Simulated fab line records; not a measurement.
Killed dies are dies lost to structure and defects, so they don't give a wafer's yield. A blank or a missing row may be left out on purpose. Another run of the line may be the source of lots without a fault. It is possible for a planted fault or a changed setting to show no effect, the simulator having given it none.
fab line records :: flow n5Finfet :: part 2 of 2: steps 19 to 24 of 24
record:
  lots: 5
  wafers: 15
  lastDay: 17
route steps=1938 shown BEOL_M0_SAQP@646
lots untouched by any fault: they come from a run of this same line in which no faults occurred
startH: hours from the record's first day to the start of the lot's first wafer shown :: waitH: time in hours since the lot's previous step :: " identical to the entry in the row above :: L1.1+2: one row covering several wafers at once :: - no value present, or no start provided :: * or withheld: withheld :: < > ~ a bound
route shown NAME@n: NAME is a module with steps in the file, n the number in the route of the first one :: usual: mean and standard deviation over wafers with no fault :: same: alike in all rows :: chamber/n: place in a boat :: sites: per-site readings :: _std_site: the standard deviation of these :: _edge_site: inner sites' mean taken away from outer sites' mean :: radiusMm: how far each site lies from the wafer's centre :: mask NAME#n: copy n :: behind: the tool/chamber that last shaped the wafer :: hold: why the lot was held/for how many hours/how that ended :: device: transistor that didn't switch, given as n, p or np :: end of line: the same wafers' tests at the end of the route :: a step with no rows: only its recipe :: killed: at the first sort, the dies lost to defects and structure; wafer yield is something else :: map: a wafer's dies, x killed, . not, _ none there
set.NAME: the run value of the setting; set.NAME@STEP: its run value at that earlier step :: model.NAME: the simulator's own value behind a step, which no gauge read
lots at selected steps of the route; one table per step, one row per wafer
services: when a tool's chamber went out of use (startH, in hours from the record's first day, below 0 if earlier), for how many hours, and the reason
== steps ==
step: N5_BEOL_M0_SAQP_SPACER1_ETCHBACK_99
recipe:
  chemistry: CHF3/O2
  mode: anisotropicEtchback
  target: SiO2
  targetDepthA: 154
  timeS: 7.7
  pressureMtorr: 30
  sourceW: 650
  biasW: 170
  Ar_flow_sccm: 200
  CHF3_flow_sccm: 50
  O2_flow_sccm: 5
  ionEnergyEv: 200
usual:
  drypumpMotorCurrentA: 5.6/0.44
  oesProductAu: 0.79/0.084
  rfVppV: 524/5.7
  showerheadPlenumPTorr: 2.42/0.087
  throttleValvePct: 18.97/0.23
lot.wafer: L078.1
tool: rieDiel-03
chamber: 1
startH: 131.56
waitH: 0.3
drypumpMotorCurrentA: 5.9
oesProductAu: 0.90
rfHoursCounterH: 24
rfVppV: 523
showerheadPlenumPTorr: 2.46
throttleValvePct: 18.77

lot.wafer: L078.2
tool: rieDiel-03
chamber: 0
startH: 131.56
waitH: 0.3
drypumpMotorCurrentA: 5.3
oesProductAu: 0.72
rfHoursCounterH: 219
rfVppV: 517
showerheadPlenumPTorr: 2.29
throttleValvePct: 19.17

lot.wafer: L078.4
tool: rieDiel-03
chamber: 2
startH: 131.56
waitH: 0.3
drypumpMotorCurrentA: 5.4
oesProductAu: 0.85
rfHoursCounterH: 69
rfVppV: 520
showerheadPlenumPTorr: 2.54
throttleValvePct: 19.11

lot.wafer: L081.2
tool: rieDiel-04
chamber: 3
startH: 155.12
waitH: 0.3
drypumpMotorCurrentA: 6.5
oesProductAu: 0.72
rfHoursCounterH: 206
rfVppV: 518
showerheadPlenumPTorr: 2.30
throttleValvePct: 18.99

lot.wafer: L081.4
tool: rieDiel-04
chamber: 2
startH: 155.12
waitH: 0.3
drypumpMotorCurrentA: 5.7
oesProductAu: 0.70
rfHoursCounterH: 219
rfVppV: 522
showerheadPlenumPTorr: 2.48
throttleValvePct: 19.14

lot.wafer: L081.6
tool: rieDiel-04
chamber: 0
startH: 155.12
waitH: 0.3
drypumpMotorCurrentA: 5.8
oesProductAu: 0.68
rfHoursCounterH: -
rfVppV: 536
showerheadPlenumPTorr: 2.48
throttleValvePct: 19.12

lot.wafer: L084.1
tool: rieDiel-03
chamber: 1
startH: 165.88
waitH: 0.4
drypumpMotorCurrentA: 5.9
oesProductAu: 0.88
rfHoursCounterH: 36
rfVppV: 522
showerheadPlenumPTorr: 2.46
throttleValvePct: 18.80

lot.wafer: L084.4
tool: rieDiel-03
chamber: 2
startH: 165.88
waitH: 0.4
drypumpMotorCurrentA: 5.4
oesProductAu: 0.84
rfHoursCounterH: 77
rfVppV: 520
showerheadPlenumPTorr: 2.53
throttleValvePct: 19.13

lot.wafer: L084.5
tool: rieDiel-03
chamber: 3
startH: 165.88
waitH: 0.4
drypumpMotorCurrentA: 4.7
oesProductAu: 0.86
rfHoursCounterH: -
rfVppV: 524
showerheadPlenumPTorr: 2.35
throttleValvePct: 19.06

lot.wafer: L094.1
tool: rieDiel-03
chamber: 3
startH: 232.13
waitH: 0.3
drypumpMotorCurrentA: 4.7
oesProductAu: 0.83
rfHoursCounterH: 70
rfVppV: 526
showerheadPlenumPTorr: 2.34
throttleValvePct: 19.08

lot.wafer: L094.4
tool: rieDiel-03
chamber: 1
startH: 232.13
waitH: 0.3
drypumpMotorCurrentA: 5.9
oesProductAu: 0.85
rfHoursCounterH: -
rfVppV: 521
showerheadPlenumPTorr: 2.45
throttleValvePct: 18.83

lot.wafer: L094.6
tool: rieDiel-03
chamber: 2
startH: 232.13
waitH: 0.3
drypumpMotorCurrentA: 5.4
oesProductAu: 0.81
rfHoursCounterH: -
rfVppV: 519
showerheadPlenumPTorr: 2.52
throttleValvePct: 19.17

lot.wafer: L097.4
tool: rieDiel-03
chamber: 2
startH: 258.84
waitH: 0.3
drypumpMotorCurrentA: 5.4
oesProductAu: 0.80
rfHoursCounterH: 111
rfVppV: 518
showerheadPlenumPTorr: 2.52
throttleValvePct: 19.18

lot.wafer: L097.5
tool: rieDiel-03
chamber: 1
startH: 258.84
waitH: 0.3
drypumpMotorCurrentA: 5.9
oesProductAu: 0.84
rfHoursCounterH: -
rfVppV: 521
showerheadPlenumPTorr: 2.44
throttleValvePct: 18.84

lot.wafer: L097.6
tool: rieDiel-03
chamber: 2
startH: 258.84
waitH: 0.3
drypumpMotorCurrentA: 5.4
oesProductAu: 0.80
rfHoursCounterH: -
rfVppV: 520
showerheadPlenumPTorr: 2.52
throttleValvePct: 19.19
step: N5_BEOL_M0_SAQP_MANDREL1_REMOVE_100
recipe:
  chemistry: HBr/Cl2/O2
  btTimeS: 10
  target: a-Si
  stopOn: SiNx
  endpoint: OES-SiCl
  overEtchFrac: 0.85
  icpW: 600
  biasW: 30
  HBr_flow_sccm: 150
  Cl2_flow_sccm: 80
  O2_flow_sccm: 5
  pressureMtorr: 10
usual:
  drypumpMotorCurrentA: 5.7/0.32
  mfcCl2Sccm: 80.05/0.27
  oesProductAu: 1.001/0.012
  throttleValvePct: 36.74/0.28
lot.wafer: L078.1
tool: rieSi-02
chamber: 3
startH: 131.64
waitH: 0.1
drypumpMotorCurrentA: 6.0
mfcCl2Sccm: 79.72
oesProductAu: 1.012
rfHoursCounterH: 35
throttleValvePct: 36.35

lot.wafer: L078.2
tool: rieSi-02
chamber: 2
startH: 131.64
waitH: 0.1
drypumpMotorCurrentA: 5.5
mfcCl2Sccm: 80.50
oesProductAu: 0.995
rfHoursCounterH: 121
throttleValvePct: 37.09

lot.wafer: L078.4
tool: rieSi-02
chamber: 0
startH: 131.64
waitH: 0.1
drypumpMotorCurrentA: 6.4
mfcCl2Sccm: 79.95
oesProductAu: 0.998
rfHoursCounterH: 25
throttleValvePct: 36.44

lot.wafer: L081.2
tool: rieSi-04
chamber: 2
startH: 155.21
waitH: 0.1
drypumpMotorCurrentA: 5.4
mfcCl2Sccm: 80.04
oesProductAu: 0.986
rfHoursCounterH: 8
throttleValvePct: 36.85

lot.wafer: L081.4
tool: rieSi-04
chamber: 1
startH: 155.21
waitH: 0.1
drypumpMotorCurrentA: 4.9
mfcCl2Sccm: 79.88
oesProductAu: 0.989
rfHoursCounterH: 145
throttleValvePct: 36.81

lot.wafer: L081.6
tool: rieSi-04
chamber: 3
startH: 155.21
waitH: 0.1
drypumpMotorCurrentA: 5.7
mfcCl2Sccm: 80.01
oesProductAu: 0.979
rfHoursCounterH: -
throttleValvePct: 36.80

lot.wafer: L084.1
tool: rieSi-04
chamber: 3
startH: 165.96
waitH: 0.1
drypumpMotorCurrentA: 5.7
mfcCl2Sccm: 80.37
oesProductAu: 1.001
rfHoursCounterH: 122
throttleValvePct: 36.78

lot.wafer: L084.4
tool: rieSi-04
chamber: 0
startH: 165.96
waitH: 0.1
drypumpMotorCurrentA: 5.8
mfcCl2Sccm: 79.69
oesProductAu: 0.986
rfHoursCounterH: 159
throttleValvePct: 37.04

lot.wafer: L084.5
tool: rieSi-04
chamber: 1
startH: 165.96
waitH: 0.1
drypumpMotorCurrentA: 4.8
mfcCl2Sccm: 80.16
oesProductAu: 0.992
rfHoursCounterH: -
throttleValvePct: 36.81

lot.wafer: L094.1
tool: rieSi-06
chamber: 1
startH: 232.22
waitH: 0.1
drypumpMotorCurrentA: 5.6
mfcCl2Sccm: 80.48
oesProductAu: 1.012
rfHoursCounterH: 6
throttleValvePct: 36.41

lot.wafer: L094.4
tool: rieSi-06
chamber: 3
startH: 232.22
waitH: 0.1
drypumpMotorCurrentA: 5.5
mfcCl2Sccm: 80.34
oesProductAu: 0.993
rfHoursCounterH: 122
throttleValvePct: 36.99

lot.wafer: L094.6
tool: rieSi-06
chamber: 2
startH: 232.22
waitH: 0.1
drypumpMotorCurrentA: 5.6
mfcCl2Sccm: 80.00
oesProductAu: 1.012
rfHoursCounterH: -
throttleValvePct: 37.07

lot.wafer: L097.4
tool: rieSi-06
chamber: 0
startH: 258.93
waitH: 0.1
drypumpMotorCurrentA: 5.9
mfcCl2Sccm: 79.86
oesProductAu: 0.978
rfHoursCounterH: 1
throttleValvePct: 36.71

lot.wafer: L097.5
tool: rieSi-06
chamber: 3
startH: 258.93
waitH: 0.1
drypumpMotorCurrentA: 5.5
mfcCl2Sccm: 80.06
oesProductAu: 0.982
rfHoursCounterH: -
throttleValvePct: 37.00

lot.wafer: L097.6
tool: rieSi-06
chamber: 0
startH: 258.93
waitH: 0.1
drypumpMotorCurrentA: 5.9
mfcCl2Sccm: 80.47
oesProductAu: 0.994
rfHoursCounterH: -
throttleValvePct: 36.70
step: N5_BEOL_M0_SAQP_CD_MEAS_25
recipe:
  targetCdNm: 13.1
  landingEnergyEv: 1000
  detector: seInlens
usual:
  cdNm: 12.77/0.22
lot.wafer: L078.1
tool: cdSem-03
chamber: 0
startH: 131.75
waitH: 0.1
cdNm: 12.22

lot.wafer: L078.2
tool: cdSem-03
chamber: 0
startH: 131.75
waitH: 0.1
cdNm: 12.58

lot.wafer: L078.4
tool: cdSem-03
chamber: 0
startH: 131.75
waitH: 0.1
cdNm: 12.18

lot.wafer: L081.2
tool: cdSem-02
chamber: 0
startH: 155.32
waitH: 0.1
cdNm: 12.84

lot.wafer: L081.4
tool: cdSem-02
chamber: 0
startH: 155.32
waitH: 0.1
cdNm: 12.80

lot.wafer: L081.6
tool: cdSem-02
chamber: 0
startH: 155.32
waitH: 0.1
cdNm: 12.82

lot.wafer: L084.1
tool: cdSem-03
chamber: 0
startH: 166.07
waitH: 0.1
cdNm: 12.84

lot.wafer: L084.4
tool: cdSem-03
chamber: 0
startH: 166.07
waitH: 0.1
cdNm: 12.94

lot.wafer: L084.5
tool: cdSem-03
chamber: 0
startH: 166.07
waitH: 0.1
cdNm: 12.63

lot.wafer: L094.1
tool: cdSem-03
chamber: 0
startH: 232.33
waitH: 0.1
cdNm: 13.11

lot.wafer: L094.4
tool: cdSem-03
chamber: 0
startH: 232.33
waitH: 0.1
cdNm: 13.06

lot.wafer: L094.6
tool: cdSem-03
chamber: 0
startH: 232.33
waitH: 0.1
cdNm: 12.61

lot.wafer: L097.4
tool: cdSem-02
chamber: 0
startH: 259.04
waitH: 0.1
cdNm: 12.55

lot.wafer: L097.5
tool: cdSem-02
chamber: 0
startH: 259.04
waitH: 0.1
cdNm: 12.70

lot.wafer: L097.6
tool: cdSem-02
chamber: 0
startH: 259.04
waitH: 0.1
cdNm: 12.62
step: N5_BEOL_M0_SAQP_ETCH_101
recipe:
  chemistry: CH3F/O2
  target: SiNx
  maskMaterial: SiO2
  targetDepthA: 299
  timeS: 42.7
  pressureMtorr: 30
  sourceW: 395
  biasW: 73
  Ar_flow_sccm: 150
  CH3F_flow_sccm: 30
  O2_flow_sccm: 20
  ionEnergyEv: 120
usual:
  drypumpMotorCurrentA: 5.6/0.41
  oesProductAu: 0.81/0.088
  rfVppV: 299/3.1
  showerheadPlenumPTorr: 2.03/0.075
  throttleValvePct: 16.32/0.27
lot.wafer: L078.1
tool: rieDiel-03
chamber: 2
startH: 131.79
waitH: 0.0
drypumpMotorCurrentA: 5.4
oesProductAu: 0.85
rfHoursCounterH: 69
rfVppV: 294
showerheadPlenumPTorr: 2.11
throttleValvePct: 16.55

lot.wafer: L078.2
tool: rieDiel-03
chamber: 0
startH: 131.79
waitH: 0.0
drypumpMotorCurrentA: 5.2
oesProductAu: 0.71
rfHoursCounterH: 219
rfVppV: 293
showerheadPlenumPTorr: 1.90
throttleValvePct: 16.66

lot.wafer: L078.4
tool: rieDiel-03
chamber: 1
startH: 131.79
waitH: 0.0
drypumpMotorCurrentA: 5.9
oesProductAu: 0.90
rfHoursCounterH: 24
rfVppV: 296
showerheadPlenumPTorr: 2.04
throttleValvePct: 16.20

lot.wafer: L081.2
tool: rieDiel-04
chamber: 3
startH: 155.36
waitH: 0.0
drypumpMotorCurrentA: 6.5
oesProductAu: 0.72
rfHoursCounterH: 207
rfVppV: 295
showerheadPlenumPTorr: 1.91
throttleValvePct: 16.49

lot.wafer: L081.4
tool: rieDiel-04
chamber: 1
startH: 155.36
waitH: 0.0
drypumpMotorCurrentA: 5.7
oesProductAu: 0.85
rfHoursCounterH: 62
rfVppV: 301
showerheadPlenumPTorr: 1.94
throttleValvePct: 15.98

lot.wafer: L081.6
tool: rieDiel-04
chamber: 3
startH: 155.36
waitH: 0.0
drypumpMotorCurrentA: 6.5
oesProductAu: 0.72
rfHoursCounterH: -
rfVppV: 295
showerheadPlenumPTorr: 1.91
throttleValvePct: 16.49

lot.wafer: L084.1
tool: rieDiel-01
chamber: 1
startH: 166.25
waitH: 0.2
drypumpMotorCurrentA: 5.9
oesProductAu: 0.87
rfHoursCounterH: 27
rfVppV: 301
showerheadPlenumPTorr: 2.12
throttleValvePct: 15.86

lot.wafer: L084.4
tool: rieDiel-01
chamber: 0
startH: 166.25
waitH: 0.2
drypumpMotorCurrentA: 5.1
oesProductAu: 0.87
rfHoursCounterH: -
rfVppV: 299
showerheadPlenumPTorr: 2.12
throttleValvePct: 16.28

lot.wafer: L084.5
tool: rieDiel-01
chamber: 3
startH: 166.25
waitH: 0.2
drypumpMotorCurrentA: 5.4
oesProductAu: 0.89
rfHoursCounterH: -
rfVppV: 301
showerheadPlenumPTorr: 2.04
throttleValvePct: 16.27

lot.wafer: L094.1
tool: rieDiel-01
chamber: 2
startH: 232.37
waitH: 0.0
drypumpMotorCurrentA: 5.5
oesProductAu: 0.97
rfHoursCounterH: 4
rfVppV: 297
showerheadPlenumPTorr: 1.98
throttleValvePct: 16.13

lot.wafer: L094.4
tool: rieDiel-01
chamber: 1
startH: 232.37
waitH: 0.0
drypumpMotorCurrentA: 5.9
oesProductAu: 0.85
rfHoursCounterH: 50
rfVppV: 300
showerheadPlenumPTorr: 2.11
throttleValvePct: 15.90

lot.wafer: L094.6
tool: rieDiel-01
chamber: 2
startH: 232.37
waitH: 0.0
drypumpMotorCurrentA: 5.5
oesProductAu: 0.97
rfHoursCounterH: -
rfVppV: 295
showerheadPlenumPTorr: 1.97
throttleValvePct: 16.14

lot.wafer: L097.4
tool: rieDiel-04
chamber: 3
startH: 259.12
waitH: 0.1
drypumpMotorCurrentA: 6.5
oesProductAu: 0.69
rfHoursCounterH: -
rfVppV: 294
showerheadPlenumPTorr: 1.90
throttleValvePct: 16.53

lot.wafer: L097.5
tool: rieDiel-04
chamber: 1
startH: 259.12
waitH: 0.1
drypumpMotorCurrentA: 5.7
oesProductAu: 0.80
rfHoursCounterH: -
rfVppV: 300
showerheadPlenumPTorr: 1.93
throttleValvePct: 16.04

lot.wafer: L097.6
tool: rieDiel-04
chamber: 0
startH: 259.12
waitH: 0.1
drypumpMotorCurrentA: 5.8
oesProductAu: 0.97
rfHoursCounterH: -
rfVppV: 304
showerheadPlenumPTorr: 2.05
throttleValvePct: 16.17
step: N5_BEOL_M0_SAQP_ETCH_102
recipe:
  chemistry: CF4
  target: SiO2
  targetDepthA: 40
  ionEnergyEv: 350
  timeS: 4.4
  pressureMtorr: 10
  icpW: 800
  biasW: 400
  cf4FlowSccm: 80
usual:
  cf4FlowSccm: 79.99/0.23
  drypumpMotorCurrentA: 5.6/0.32
  oesProductAu: 0.996/0.016
  throttleValvePct: 21.83/0.24
lot.wafer: L078.1
tool: rieSi-06
chamber: 1
startH: 131.90
waitH: 0.1
cf4FlowSccm: 79.81
drypumpMotorCurrentA: 5.6
oesProductAu: 1.018
rfHoursCounterH: 4
throttleValvePct: 21.53

lot.wafer: L078.2
tool: rieSi-06
chamber: 2
startH: 131.90
waitH: 0.1
cf4FlowSccm: 80.23
drypumpMotorCurrentA: 5.6
oesProductAu: 1.018
rfHoursCounterH: 8
throttleValvePct: 22.03

lot.wafer: L078.4
tool: rieSi-06
chamber: 3
startH: 131.90
waitH: 0.1
cf4FlowSccm: 80.17
drypumpMotorCurrentA: 5.5
oesProductAu: 0.997
rfHoursCounterH: 120
throttleValvePct: 21.99

lot.wafer: L081.2
tool: rieSi-02
chamber: 1
startH: 155.46
waitH: 0.1
cf4FlowSccm: 79.83
drypumpMotorCurrentA: 5.5
oesProductAu: 1.019
rfHoursCounterH: 87
throttleValvePct: 21.67

lot.wafer: L081.4
tool: rieSi-02
chamber: 3
startH: 155.46
waitH: 0.1
cf4FlowSccm: 79.86
drypumpMotorCurrentA: 5.9
oesProductAu: 1.025
rfHoursCounterH: 35
throttleValvePct: 21.29

lot.wafer: L081.6
tool: rieSi-02
chamber: 0
startH: 155.46
waitH: 0.1
cf4FlowSccm: 79.70
drypumpMotorCurrentA: 6.3
oesProductAu: 1.019
rfHoursCounterH: -
throttleValvePct: 21.62

lot.wafer: L084.1
tool: rieSi-06
chamber: 0
startH: 166.36
waitH: 0.1
cf4FlowSccm: 80.27
drypumpMotorCurrentA: 5.9
oesProductAu: 0.989
rfHoursCounterH: 190
throttleValvePct: 21.83

lot.wafer: L084.4
tool: rieSi-06
chamber: 2
startH: 166.36
waitH: 0.1
cf4FlowSccm: 79.79
drypumpMotorCurrentA: 5.6
oesProductAu: 1.028
rfHoursCounterH: 8
throttleValvePct: 22.05

lot.wafer: L084.5
tool: rieSi-06
chamber: 2
startH: 166.36
waitH: 0.1
cf4FlowSccm: 79.94
drypumpMotorCurrentA: 5.5
oesProductAu: 1.028
rfHoursCounterH: -
throttleValvePct: 22.05

lot.wafer: L094.1
tool: rieSi-02
chamber: 3
startH: 232.47
waitH: 0.1
cf4FlowSccm: 79.51
drypumpMotorCurrentA: 6.0
oesProductAu: 1.010
rfHoursCounterH: 37
throttleValvePct: 21.28

lot.wafer: L094.4
tool: rieSi-02
chamber: 2
startH: 232.47
waitH: 0.1
cf4FlowSccm: 80.05
drypumpMotorCurrentA: 5.5
oesProductAu: 0.973
rfHoursCounterH: 123
throttleValvePct: 21.95

lot.wafer: L094.6
tool: rieSi-02
chamber: 2
startH: 232.47
waitH: 0.1
cf4FlowSccm: 80.00
drypumpMotorCurrentA: 5.5
oesProductAu: 0.970
rfHoursCounterH: -
throttleValvePct: 21.93

lot.wafer: L097.4
tool: rieSi-04
chamber: 2
startH: 259.18
waitH: 0.0
cf4FlowSccm: 79.69
drypumpMotorCurrentA: 5.4
oesProductAu: 0.995
rfHoursCounterH: 10
throttleValvePct: 21.93

lot.wafer: L097.5
tool: rieSi-04
chamber: 2
startH: 259.18
waitH: 0.0
cf4FlowSccm: 79.52
drypumpMotorCurrentA: 5.4
oesProductAu: 0.986
rfHoursCounterH: -
throttleValvePct: 21.95

lot.wafer: L097.6
tool: rieSi-04
chamber: 1
startH: 259.18
waitH: 0.0
cf4FlowSccm: 80.16
drypumpMotorCurrentA: 4.9
oesProductAu: 0.971
rfHoursCounterH: -
throttleValvePct: 21.75
step: N5_BEOL_M0_SAQP_MANDREL_ETCH_103
recipe:
  chemistry: HBr/Cl2
  target: a-Si
  targetDepthA: 450
  btTimeS: 10
  stopOn: SiCN
  maskMaterial: SiO2
  overEtchFrac: 0.8
  timeS: 27
  pressureMtorr: 10
  icpW: 800
  biasW: 75
  HBr_flow_sccm: 150
  Cl2_flow_sccm: 80
  ends: endPoint
usual:
  drypumpMotorCurrentA: 5.6/0.32
  mfcCl2Sccm: 79.99/0.23
  oesProductAu: 0.680/0.0092
  throttleValvePct: 35.51/0.25
lot.wafer: L078.1
tool: rieSi-06
chamber: 1
startH: 131.93
waitH: 0.0
drypumpMotorCurrentA: 5.6
mfcCl2Sccm: 80.06
oesProductAu: 0.681
rfHoursCounterH: 4
throttleValvePct: 35.14

lot.wafer: L078.2
tool: rieSi-06
chamber: 2
startH: 131.93
waitH: 0.0
drypumpMotorCurrentA: 5.6
mfcCl2Sccm: 80.03
oesProductAu: 0.696
rfHoursCounterH: 8
throttleValvePct: 35.79

lot.wafer: L078.4
tool: rieSi-06
chamber: 3
startH: 131.93
waitH: 0.0
drypumpMotorCurrentA: 5.5
mfcCl2Sccm: 80.14
oesProductAu: 0.684
rfHoursCounterH: 120
throttleValvePct: 35.72

lot.wafer: L081.2
tool: rieSi-02
chamber: 1
startH: 155.50
waitH: 0.0
drypumpMotorCurrentA: 5.5
mfcCl2Sccm: 80.38
oesProductAu: 0.685
rfHoursCounterH: 87
throttleValvePct: 35.29

lot.wafer: L081.4
tool: rieSi-02
chamber: 3
startH: 155.50
waitH: 0.0
drypumpMotorCurrentA: 6.0
mfcCl2Sccm: 79.28
oesProductAu: 0.693
rfHoursCounterH: 35
throttleValvePct: 35.05

lot.wafer: L081.6
tool: rieSi-02
chamber: 0
startH: 155.50
waitH: 0.0
drypumpMotorCurrentA: 6.4
mfcCl2Sccm: 80.14
oesProductAu: 0.693
rfHoursCounterH: -
throttleValvePct: 35.18

lot.wafer: L084.1
tool: rieSi-06
chamber: 0
startH: 166.39
waitH: 0.0
drypumpMotorCurrentA: 5.9
mfcCl2Sccm: 79.90
oesProductAu: 0.676
rfHoursCounterH: 190
throttleValvePct: 35.34

lot.wafer: L084.4
tool: rieSi-06
chamber: 2
startH: 166.39
waitH: 0.0
drypumpMotorCurrentA: 5.6
mfcCl2Sccm: 79.53
oesProductAu: 0.698
rfHoursCounterH: 8
throttleValvePct: 35.78

lot.wafer: L084.5
tool: rieSi-06
chamber: 2
startH: 166.39
waitH: 0.0
drypumpMotorCurrentA: 5.5
mfcCl2Sccm: 80.06
oesProductAu: 0.688
rfHoursCounterH: -
throttleValvePct: 35.79

lot.wafer: L094.1
tool: rieSi-02
chamber: 3
startH: 232.51
waitH: 0.0
drypumpMotorCurrentA: 5.9
mfcCl2Sccm: 80.01
oesProductAu: 0.678
rfHoursCounterH: 37
throttleValvePct: 35.06

lot.wafer: L094.4
tool: rieSi-02
chamber: 2
startH: 232.51
waitH: 0.0
drypumpMotorCurrentA: 5.5
mfcCl2Sccm: 80.12
oesProductAu: 0.676
rfHoursCounterH: 123
throttleValvePct: 35.83

lot.wafer: L094.6
tool: rieSi-02
chamber: 2
startH: 232.51
waitH: 0.0
drypumpMotorCurrentA: 5.5
mfcCl2Sccm: 80.14
oesProductAu: 0.674
rfHoursCounterH: -
throttleValvePct: 35.84

lot.wafer: L097.4
tool: rieSi-04
chamber: 2
startH: 259.22
waitH: 0.0
drypumpMotorCurrentA: 5.4
mfcCl2Sccm: 80.03
oesProductAu: 0.676
rfHoursCounterH: 10
throttleValvePct: 35.57

lot.wafer: L097.5
tool: rieSi-04
chamber: 2
startH: 259.22
waitH: 0.0
drypumpMotorCurrentA: 5.4
mfcCl2Sccm: 79.70
oesProductAu: 0.684
rfHoursCounterH: -
throttleValvePct: 35.58

lot.wafer: L097.6
tool: rieSi-04
chamber: 1
startH: 259.22
waitH: 0.0
drypumpMotorCurrentA: 4.9
mfcCl2Sccm: 79.95
oesProductAu: 0.680
rfHoursCounterH: -
throttleValvePct: 35.49
== services ==
tool: rieDiel-04
chamber: 1
startH: 105.96
hours: 14.5
kind: repair

tool: arfiScanner-03
chamber: -
startH: 111.17
hours: 0.8
kind: pm

tool: arfiScanner-01
chamber: -
startH: 115.63
hours: 1.3
kind: pm

tool: rieDiel-04
chamber: 3
startH: 120.72
hours: 9.8
kind: repair

tool: wetBench-02
chamber: -
startH: 121.53
hours: 4.4
kind: pm

tool: rieSi-04
chamber: -
startH: 133.87
hours: 0.3
kind: repair

tool: rieSi-06
chamber: 3
startH: 134.24
hours: 2.9
kind: repair

tool: arfiScanner-01
chamber: -
startH: 137.50
hours: 1.9
kind: repair

tool: rieDiel-03
chamber: 2
startH: 147.89
hours: 8.5
kind: repair

tool: rieDiel-04
chamber: -
startH: 150.63
hours: 0.2
kind: repair

tool: arfiScanner-01
chamber: -
startH: 151.50
hours: 0.7
kind: repair

tool: rieDiel-01
chamber: 2
startH: 163.08
hours: 6.8
kind: repair

tool: rieSi-04
chamber: 3
startH: 166.46
hours: 8.6
kind: repair

tool: arfiScanner-01
chamber: -
startH: 169.44
hours: 1.0
kind: pm

tool: arfiScanner-01
chamber: -
startH: 171.44
hours: 0.4
kind: repair

tool: rieDiel-04
chamber: 0
startH: 179.56
hours: 5.8
kind: repair

tool: rieSi-04
chamber: 1
startH: 183.93
hours: 3.2
kind: repair

tool: rieDiel-04
chamber: 3
startH: 185.77
hours: 45.5
kind: repair

tool: arfiScanner-01
chamber: -
startH: 189.57
hours: 0.8
kind: pm

tool: arfiScanner-01
chamber: -
startH: 199.45
hours: 1.0
kind: pm

tool: arfiScanner-01
chamber: -
startH: 241.13
hours: 1.3
kind: pm

tool: rieDiel-04
chamber: 1
startH: 246.44
hours: 6.6
kind: repair

tool: rieSi-06
chamber: 3
startH: 246.77
hours: 5.2
kind: repair

tool: rieDiel-04
chamber: 2
startH: 248.61
hours: 3.7
kind: repair
